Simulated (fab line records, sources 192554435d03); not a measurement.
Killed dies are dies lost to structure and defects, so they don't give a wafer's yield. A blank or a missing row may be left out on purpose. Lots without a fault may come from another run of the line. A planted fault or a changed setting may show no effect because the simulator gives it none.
fab line records | flow n5_finfet
record lots=7 wafers=21
route steps=1938 shown BEOL_M5@1160 BEOL_M6@1224
start_h: hours from the record's first day to the start of the lot's first wafer shown | wait_h: hours since the lot's step before | " the same as in the row above | L1.1+2: a row that stands for several wafers | - no value, or no start given | * or withheld: withheld | < > ~ a bound
route shown NAME@n: a module of which the file shows steps, and the number in the route of the first | usual: mean/standard deviation of fault-free wafers | same: alike in all rows | chamber/n: place in a boat | sites: the reading at each site | _std_site: their standard deviation | _edge_site: outer sites' mean less inner sites' | radius_mm: how far each site lies from the wafer's centre | mask NAME#n: copy n | behind: the tool/chamber that last shaped the wafer | hold: why the lot was held/for how many hours/how that ended | device: the transistor (n, p or np) that didn't switch | end of line: the same wafers' tests at the end of the route | a step without rows: its recipe alone | killed: dies lost to structure and defects at the first sort, not the wafer's yield | map: a wafer's dies, x killed, . not, _ none there
set.NAME: the setting as run; set.NAME@STEP: as run at that earlier step | model.NAME: the simulator's own value behind a step, which no gauge read
lots whose settings were changed on purpose; a table a step, a row a wafer
## steps
# step N5_BEOL_M5_TRENCH_ETCH_37
# recipe chemistry=C4F6/O2 target_depth_a=716.52 target=SiCOH_lowk time_s=24.7 ion_energy_ev=250 pressure_mtorr=30 source_w=345 bias_w=185 Ar_flow_sccm=300 C4F6_flow_sccm=10 O2_flow_sccm=10
# columns lot.wafer tool chamber start_h wait_h set.time_s model.etch.depth_nm model.BEOL_M5.feature_depth_nm
L078.2 rie_diel-02 0 - - 24.7 72.69 72.6
L078.3 " 3 " " 24.7 72.25 72.2
L078.6 " 0 " " 24.7 72.85 72.8
L079.1 rie_diel-04 2 - - 24.7 72.07 72
L079.3 " 3 " " 24.7 72.61 72.6
L079.4 " 1 " " 24.7 72.18 72.2
L085.3 rie_diel-03 0 - - 24.7 71.77 71.8
L085.4 " 1 " " 24.7 73.26 73.2
L085.5 " 0 " " 24.7 71.46 71.4
L084.3 rie_diel-02 3 - - 28.57 82.47 82.4
L084.4 " 1 " " 24.7 73.47 73.4
L084.5 " 0 " " 28.57 84.37 84.4
L088.1 rie_diel-02 3 - - 24.7 71.74 71.8
L088.3 " 0 " " 24.7 72.46 72.4
L088.4 " 0 " " 24.7 71.29 71.2
L091.2 rie_diel-02 1 - - 22.89 67.34 67.4
L091.3 " 3 " " 22.89 65.8 65.8
L091.6 " 1 " " 24.7 72.79 72.8
L097.2 rie_diel-03 0 - - 24.7 71.24 71.2
L097.3 " 2 " " 19.64 56.77 56.8
L097.5 " 2 " " 24.7 72.22 72.2
# step N5_BEOL_M5_ETCH_41
# recipe chemistry=CH3F/O2 target=SiCN target_depth_a=315 taper_deg=2 time_s=56.7 ion_energy_ev=120 mask_material=TiN pressure_mtorr=30 source_w=395 bias_w=75 Ar_flow_sccm=150 CH3F_flow_sccm=30 O2_flow_sccm=20
# step N5_BEOL_M5_STRIP_91
# recipe chemistry=N2/H2 time_s=10 power_w=450 temp_c=40 pressure_mtorr=20 rf_frequency_hz=6e+07 bias_power_w=7 n2_flow_sccm=200 h2_flow_sccm=200
# step N5_BEOL_M5_OCD_MEAS_38
# usual trench_depth_nm=71.9/1.1
# columns lot.wafer tool chamber start_h wait_h set.time_s@BEOL_M5_TRENCH_ETCH_37 trench_depth_nm
L078.2 ocd-02 - 213.03 - 24.7 72.3
L078.3 " - " " 24.7 72.6
L078.6 " - " " 24.7 72.4
L079.1 ocd-01 - 213.50 - 24.7 72.3
L079.3 " - " " 24.7 72.3
L079.4 " - " " 24.7 72.3
L085.3 ocd-02 - 256.82 - 24.7 71.7
L085.4 " - " " 24.7 73.6
L085.5 " - " " 24.7 71.6
L084.3 ocd-02 - 257.30 - 28.57 82.4
L084.4 " - " " 24.7 73.0
L084.5 " - " " 28.57 84.0
L088.1 ocd-01 - 267.06 - 24.7 71.9
L088.3 " - " " 24.7 72.7
L088.4 " - " " 24.7 71.3
L091.2 ocd-01 - 274.87 - 22.89 67.7
L091.3 " - " " 22.89 65.5
L091.6 " - " " 24.7 72.9
L097.2 ocd-02 - 324.92 - 24.7 70.7
L097.3 " - " " 19.64 56.5
L097.5 " - " " 24.7 71.9
# step N5_BEOL_M5_ALD_86
# recipe material=TaN target_thk_a=* temp_c=275 ald_precursor_family=PDMAT ald_co_reactant=NH3 pressure_torr=3 carrier_flow_sccm=1500 pulse_time_s=2 purge_time_s=3 co_reactant_purge_time_s=2 co_reactant_pulse_time_s=3 ald_cycles=30 precursor_vessel_temp_c=75 precursor_vessel_pressure_torr=26.25 precursor_vessel_carrier_sccm=1000
# columns lot.wafer tool chamber start_h wait_h set.co_reactant_pulse_time_s
L078.2+6 ald_metal-02 2,0 213.65 0.0 3
L078.3 " 0 " " 2.783
L079.1+3+4 ald_metal-03 3,2,0 214.12 0.0 3
L085.3+4 ald_metal-03 0,2 257.49 0.0 3
L085.5 " 0 " " 2.474
L084.3+5 ald_metal-03 3,0 258.39 0.0 2.737
L084.4 " 0 " " 3
L088.1 ald_metal-04 2 267.84 0.2 3
L088.3+4 " 3,0 " " 2.397
L091.2+3 ald_metal-04 2,1 277.24 0.0 3.428
L091.6 " 1 " " 3
L097.2+3+5 ald_metal-03 0,1,2 325.84 0.1 3
# step N5_BEOL_M5_SURFACE_TREAT_87
# recipe gas=Ar time_s=* ion_energy_ev=* ion_current_ma_cm2=0.5 pressure_mtorr=* ar_flow_sccm=30
# step N5_BEOL_M5_CVD_47
# recipe material=Co target_thk_a=30 temp_c=withheld precursor=CCTBA/H2 pressure_torr=30 time_s=216
# step N5_BEOL_M5_ECD_50
# recipe material=Cu target_thk_a=3000
# step N5_BEOL_M5_ANNEAL_51
# recipe temp_c=225 time_s=90 ambient=N2
# step N5_BEOL_M5_CMP_52
# recipe stop_on=SiCOH_lowk t_overpolish_s=6.9 down_force_psi=1 platen_rpm=50 clearing_platen_down_force_psi=1.5 clearing_platen_rpm=50 post_cmp_clean=cu_alkaline target_thk_nm=62 clearing_platen_pad_velocity_m_s=0.99484 pad_velocity_m_s=0.99484
# columns lot.wafer tool chamber start_h wait_h set.time_s@BEOL_M5_TRENCH_ETCH_37 model.Cu_of_BEOL_M5_ECD_50.thk_nm
L078.2 cmp-04 2 219.02 0.2 24.7 61.4
L078.3 " 3 " " 24.7 63
L078.6 " 1 " " 24.7 62.8
L079.1 cmp-01 2 219.72 0.3 24.7 62.2
L079.4 " 3 " " 24.7 62.4
L079.3 " 0 " " 24.7 61.8
L085.4 cmp-01 2 262.84 0.1 24.7 63.2
L085.3 " 0 " " 24.7 61.8
L085.5 " 2 " " 24.7 62.8
L084.3 cmp-01 0 264.20 0.2 28.57 71.4
L084.4 " 2 " " 24.7 64.2
L084.5 " 3 " " 28.57 74
L088.3 cmp-01 1 274.98 0.2 24.7 62.4
L088.1 " 3 " " 24.7 60.2
L088.4 " 0 " " 24.7 61
L091.2 cmp-01 2 282.66 0.2 22.89 58.8
L091.3 " 3 " " 22.89 54.8
L091.6 " 1 " " 24.7 63.2
L097.2 cmp-03 3 331.51 0.2 24.7 63
L097.3 " 0 " " 19.64 47.4
L097.5 " 3 " " 24.7 62.6
# step N5_BEOL_M5_THK_MEAS_53
# recipe thk_meas_gauge=xrf reads=Cu_of_BEOL_M5_ECD_50
# usual M5_THK=62.3/1.5
# columns lot.wafer tool chamber start_h wait_h set.time_s@BEOL_M5_TRENCH_ETCH_37 M5_THK[nm]
L078.2 film_metro-02 - 219.28 - 24.7 61.9
L078.3 " - " " 24.7 63.8
L078.6 " - " " 24.7 63.2
L079.1 film_metro-01 - 220.01 - 24.7 62.0
L079.3 " - " " 24.7 61.5
L079.4 " - " " 24.7 62.6
L085.3 film_metro-01 - 263.14 - 24.7 61.9
L085.4 " - " " 24.7 63.1
L085.5 " - " " 24.7 62.4
L084.3 film_metro-02 - 264.46 - 28.57 73.1
L084.4 " - " " 24.7 65.6
L084.5 " - " " 28.57 75.4
L088.1 film_metro-02 - 275.28 - 24.7 60.7
L088.3 " - " " 24.7 62.7
L088.4 " - " " 24.7 61.5
L091.2 film_metro-02 - 282.92 - 22.89 59.4
L091.3 " - " " 22.89 55.0
L091.6 " - " " 24.7 63.8
L097.2 film_metro-01 - 331.81 - 24.7 63.7
L097.3 " - " " 19.64 47.8
L097.5 " - " " 24.7 63.0
# step N5_BEOL_M5_PRE_CLEAN_77
# recipe gas=NH3/H2 time_s=15 temp_c=* rf_power_w=300
# step N5_BEOL_M5_CO_CAP_78
# recipe material=Co target_thk_a=20 temp_c=200 precursor=CCTBA/H2 pressure_torr=30 time_s=102.1
# step N5_BEOL_M5_PRE_CLEAN_55
# recipe gas=NH3 time_s=15 temp_c=withheld rf_power_w=300
# step N5_BEOL_M5_DEP_56
# recipe material=SiCN target_thk_a=80 temp_c=withheld precursor=3MS/NH3 pressure_torr=3 rf_w=202 time_s=14
# step N5_BEOL_M5_RS_MEAS_57
# recipe thk_meas_gauge=four-point-probe reads=Co_of_BEOL_M5_CO_CAP_78+Cu_of_BEOL_M5_ECD_50+Co_of_BEOL_M5_CVD_47+TaN_of_BEOL_M5_ALD_86
# usual M5_RS=0.388/0.011
# columns lot.wafer tool chamber start_h wait_h set.time_s@BEOL_M5_TRENCH_ETCH_37 M5_RS[ohm/sq]
L078.2 film_metro-01 - 219.57 0.1 24.7 0.391
L078.3 " - " " 24.7 0.379
L078.6 " - " " 24.7 0.380
L079.1 film_metro-01 - 220.27 0.0 24.7 0.384
L079.3 " - " " 24.7 0.389
L079.4 " - " " 24.7 0.383
L085.3 film_metro-01 - 263.40 0.1 24.7 0.387
L085.4 " - " " 24.7 0.378
L085.5 " - " " 24.7 0.382
L084.3 film_metro-01 - 264.79 0.1 28.57 0.326
L084.4 " - " " 24.7 0.370
L084.5 " - " " 28.57 0.312
L088.1 film_metro-01 - 275.55 0.0 24.7 0.401
L088.3 " - " " 24.7 0.382
L088.4 " - " " 24.7 0.393
L091.2 film_metro-02 - 283.18 0.1 22.89 0.412
L091.3 " - " " 22.89 0.449
L091.6 " - " " 24.7 0.377
L097.2 film_metro-02 - 332.07 0.1 24.7 0.379
L097.3 " - " " 19.64 0.539
L097.5 " - " " 24.7 0.382
# step N5_BEOL_M6_EXPOSE_25
# recipe mask_id=V5 na=0.33 source_shape=annular sigma_inner=0.4 sigma_outer=0.8 polarization=unpolarized target_cd_nm=40 dose_mj=45
# columns lot.wafer tool chamber start_h wait_h mask set.dose_mj
L079.1+3+4 euv_scanner-01 0 225.42 - V5#0 45
L078.2+3 euv_scanner-01 0 225.48 - V5#0 42.12
L078.6 " 0 " " V5#0 45
L085.3+4 euv_scanner-01 0 265.83 - V5#0 45
L085.5 " 0 " " V5#0 47.83
L084.3+4+5 euv_scanner-01 0 272.77 - V5#0 47.85
L088.1+3 euv_scanner-02 0 282.11 - V5#0 43.34
L088.4 " 0 " " V5#0 45
L091.2 euv_scanner-02 0 287.48 - V5#0 45
L091.3+6 " 0 " " V5#0 42.97
L097.2+3+5 euv_scanner-02 0 335.05 - V5#0 42.52
# step N5_BEOL_M6_PEB_26
# recipe peb_temp_c=100 peb_time_s=60 resist=CAR-EUV
# step N5_BEOL_M6_DEVELOP_27
# recipe develop_time_s=30 developer=TMAH resist=CAR-EUV rinse_liquid=surfactant_rinse dry=air_spin dev_temp_c=23
# step N5_BEOL_M6_CD_MEAS_28
# recipe target_cd_nm=40 landing_energy_ev=500 detector=se_inlens
# usual cd_nm=40.06/0.24
# columns lot.wafer tool chamber start_h wait_h set.dose_mj@BEOL_M6_EXPOSE_25 cd_nm
L079.1 cd_sem-03 0 225.56 - 45 40.57
L079.3 " 0 " " 45 40.38
L079.4 " 0 " " 45 40.61
L078.2 cd_sem-02 0 225.60 - 42.12 38.31
L078.3 " 0 " " 42.12 38.48
L078.6 " 0 " " 45 40.21
L085.3 cd_sem-02 0 265.95 - 45 40.14
L085.4 " 0 " " 45 40.17
L085.5 " 0 " " 47.83 41.18
L084.3 cd_sem-02 0 272.89 - 47.85 41.14
L084.4 " 0 " " 47.85 41.33
L084.5 " 0 " " 47.85 41.57
L088.1 cd_sem-01 0 282.24 - 43.34 39.39
L088.3 " 0 " " 43.34 39.12
L088.4 " 0 " " 45 40.23
L091.2 cd_sem-02 0 287.61 - 45 40.51
L091.3 " 0 " " 42.97 39.15
L091.6 " 0 " " 42.97 39.35
L097.2 cd_sem-02 0 335.18 - 42.52 38.84
L097.3 " 0 " " 42.52 39.36
L097.5 " 0 " " 42.52 38.43
# step N5_BEOL_M6_DESCUM_33
# recipe chemistry=O2 time_s=7 source_power_w=50 bias_power_w=20 pressure_mtorr=20 rf_frequency_hz=2.712e+07 temp_c=40 resist=CAR-EUV o2_flow_sccm=225
# columns lot.wafer tool chamber start_h wait_h set.dose_mj@BEOL_M6_EXPOSE_25 model.BEOL_M6.cd_nm
L079.1 rie_diel-01 0 225.70 0.1 45 40.6
L079.3 " 2 " " 45 40.2
L079.4 " 1 " " 45 40.4
L078.2 rie_diel-01 3 226.10 0.4 42.12 38.4
L078.3 " 2 " " 42.12 38.6
L078.6 " 3 " " 45 40
L085.3+4 rie_diel-01 0,1 266.36 0.3 45 40.2
L085.5 " 0 " " 47.83 41.4
L084.3+4+5 rie_diel-05 0,2,3 273.23 0.3 47.85 41.4
L088.1+3 rie_diel-01 1,2 282.66 0.3 43.34 39.2
L088.4 " 0 " " 45 40.2
L091.2 rie_diel-01 2 288.24 0.5 45 40.4
L091.3+6 " 1,2 " " 42.97 39.2
L097.2 rie_diel-01 0 335.30 0.0 42.52 38.8
L097.3 " 2 " " 42.52 39
L097.5 " 1 " " 42.52 38.6
# step N5_BEOL_M6_ETCH_72
# recipe chemistry=N2/H2 target=underlayer target_depth_a=65 mask_material=CAR-EUV time_s=5.2 ion_energy_ev=200 pressure_mtorr=30 source_w=840 bias_w=150 n2_flow_sccm=200 h2_flow_sccm=200 ends=cleared
# columns lot.wafer tool chamber start_h wait_h set.dose_mj@BEOL_M6_EXPOSE_25 model.BEOL_M6.cd_nm
L079.1+4 rie_diel-01 0,1 225.74 0.0 45 40.6
L079.3 " 2 " " 45 40.2
L078.2 rie_diel-01 3 226.14 0.0 42.12 38.4
L078.3 " 2 " " 42.12 38.6
L078.6 " 3 " " 45 40
L085.3 rie_diel-01 0 266.39 0.0 45 40
L085.4 " 1 " " 45 40.2
L085.5 " 0 " " 47.83 41.2
L084.3+5 rie_diel-05 0,3 273.27 0.0 47.85 41.4
L084.4 " 2 " " 47.85 41.2
L088.1 rie_diel-01 1 282.70 0.0 43.34 39.4
L088.3 " 2 " " 43.34 39.2
L088.4 " 0 " " 45 40.2
L091.2 rie_diel-01 2 288.27 0.0 45 40.2
L091.3+6 " 1,2 " " 42.97 39.2
L097.2+5 rie_diel-01 0,1 335.34 0.0 42.52 38.8
L097.3 " 2 " " 42.52 39
# step N5_BEOL_M6_ETCH_66
# recipe chemistry=N2/H2 target=SOC target_depth_a=800 overetch_a=160 mask_material=SiARC temp_c=40 time_s=120 ion_energy_ev=200 pressure_mtorr=30 source_w=840 bias_w=150 n2_flow_sccm=200 h2_flow_sccm=200
# usual rf_vpp_V=524.5/1.9
# columns lot.wafer tool chamber start_h wait_h set.bias_w set.dose_mj@BEOL_M6_EXPOSE_25 rf_vpp_V model.BEOL_M6.cd_nm model.SiARC_of_BEOL_M6_COAT_64.thk_nm
L079.1 rie_diel-01 0 225.78 0.0 150 45 524.1 40.4 6.4
L079.3 " 2 " " 150 45 525.4 40.4 6
L079.4 " 1 " " 150 45 523.5 40.6 6.4
L078.2 rie_diel-01 3 226.18 0.0 173.9 42.12 576.2 38.4 5.4
L078.3 " 2 " " 150 42.12 526.9 39 6
L078.6 " 3 " " 150 45 525.1 39.8 6.4
L085.3 rie_diel-01 0 266.44 0.0 124 45 464.1 40 7.8
L085.4 " 1 " " 124 45 465.2 40.4 7.6
L085.5 " 0 " " 150 47.83 525.3 41 6.6
L084.3 rie_diel-05 0 273.31 0.0 150 47.85 524.7 41.6 6.6
L084.4 " 2 " " 150 47.85 521.2 41.2 6.2
L084.5 " 3 " " 139.2 47.85 501.9 41.4 7
L088.1 rie_diel-01 1 282.74 0.0 162 43.34 549.7 39.2 5.8
L088.3 " 2 " " 162 43.34 552.3 39.2 5.4
L088.4 " 0 " " 150 45 523.5 39.8 6.6
L091.2 rie_diel-01 2 288.32 0.0 150 45 525.6 40.4 6
L091.3 " 1 " " 173.4 42.97 573.8 39.4 5.2
L091.6 " 2 " " 173.4 42.97 577.1 39.2 4.8
L097.2 rie_diel-01 0 335.38 0.0 150 42.52 525.3 39 6.6
L097.3 " 2 " " 150 42.52 523.8 39.2 6
L097.5 " 1 " " 150 42.52 523.4 39.2 6.4
# step N5_BEOL_M6_ALD_77
# recipe material=TaN target_thk_a=20 temp_c=275 ald_precursor_family=PDMAT ald_co_reactant=NH3 pressure_torr=3 carrier_flow_sccm=1500 pulse_time_s=2 purge_time_s=3 co_reactant_purge_time_s=2 co_reactant_pulse_time_s=3 ald_cycles=40 precursor_vessel_temp_c=75 precursor_vessel_pressure_torr=26.25 precursor_vessel_carrier_sccm=1000
# columns lot.wafer tool chamber start_h wait_h set.ald_cycles model.TaN_of_BEOL_M6_ALD_77.thk_nm
L079.1+3+4 ald_metal-04 1,0,2 227.24 0.0 40 2
L078.2+3+6 ald_metal-01 3,0,0 227.38 0.0 40 2
L085.3+4+5 ald_metal-01 3,0,2 267.66 0.0 40 2
L084.3 ald_metal-04 3 274.32 0.0 40 2
L084.4+5 " 0 " " 45 2.2
L088.1+3 ald_metal-03 0,2 284.98 0.1 35 1.8
L088.4 " 3 " " 40 2
L091.2+3 ald_metal-01 1,3 289.66 0.1 34 1.6
L091.6 " 2 " " 40 2
L097.2+3 ald_metal-01 0,2 336.94 0.3 40 2
L097.5 " 1 " " 34 1.6
## key
split step=N5_BEOL_M5_TRENCH_ETCH_37 setting=time_s stated=24.7 by=wafer
response step=N5_BEOL_M5_TRENCH_ETCH_37 reading=model.etch.depth_nm change=+0.707 per=1% r=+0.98
response step=N5_BEOL_M5_TRENCH_ETCH_37 reading=model.BEOL_M5.feature_depth_nm change=+0.706 per=1% r=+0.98
response step=N5_BEOL_M5_OCD_MEAS_38 reading=trench_depth_nm change=+0.707 per=1% r=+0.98
response step=N5_BEOL_M5_CMP_52 reading=model.Cu_of_BEOL_M5_ECD_50.thk_nm change=+0.689 per=1% r=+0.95
response step=N5_BEOL_M5_THK_MEAS_53 reading=M5_THK change=+0.699 per=1% r=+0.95
response step=N5_BEOL_M5_RS_MEAS_57 reading=M5_RS change=-0.00618 per=1% r=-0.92
split step=N5_BEOL_M5_ALD_86 setting=co_reactant_pulse_time_s stated=3 by=wafer
response none clear
split step=N5_BEOL_M6_EXPOSE_25 setting=dose_mj stated=45 by=wafer
response step=N5_BEOL_M6_CD_MEAS_28 reading=cd_nm change=+0.239 per=1% r=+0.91
response step=N5_BEOL_M6_DESCUM_33 reading=model.BEOL_M6.cd_nm change=+0.229 per=1% r=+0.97
response step=N5_BEOL_M6_ETCH_72 reading=model.BEOL_M6.cd_nm change=+0.213 per=1% r=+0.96
response step=N5_BEOL_M6_ETCH_66 reading=model.BEOL_M6.cd_nm change=+0.168 per=1% r=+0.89
split step=N5_BEOL_M6_ETCH_66 setting=bias_w stated=150 by=wafer
response step=N5_BEOL_M6_ETCH_66 reading=rf_vpp_V change=+3.28 per=1% r=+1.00
response step=N5_BEOL_M6_ETCH_66 reading=model.SiARC_of_BEOL_M6_COAT_64.thk_nm change=-0.0654 per=1% r=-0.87
split step=N5_BEOL_M6_ALD_77 setting=ald_cycles stated=40 by=wafer
response step=N5_BEOL_M6_ALD_77 reading=model.TaN_of_BEOL_M6_ALD_77.thk_nm change=+0.0223 per=1% r=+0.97
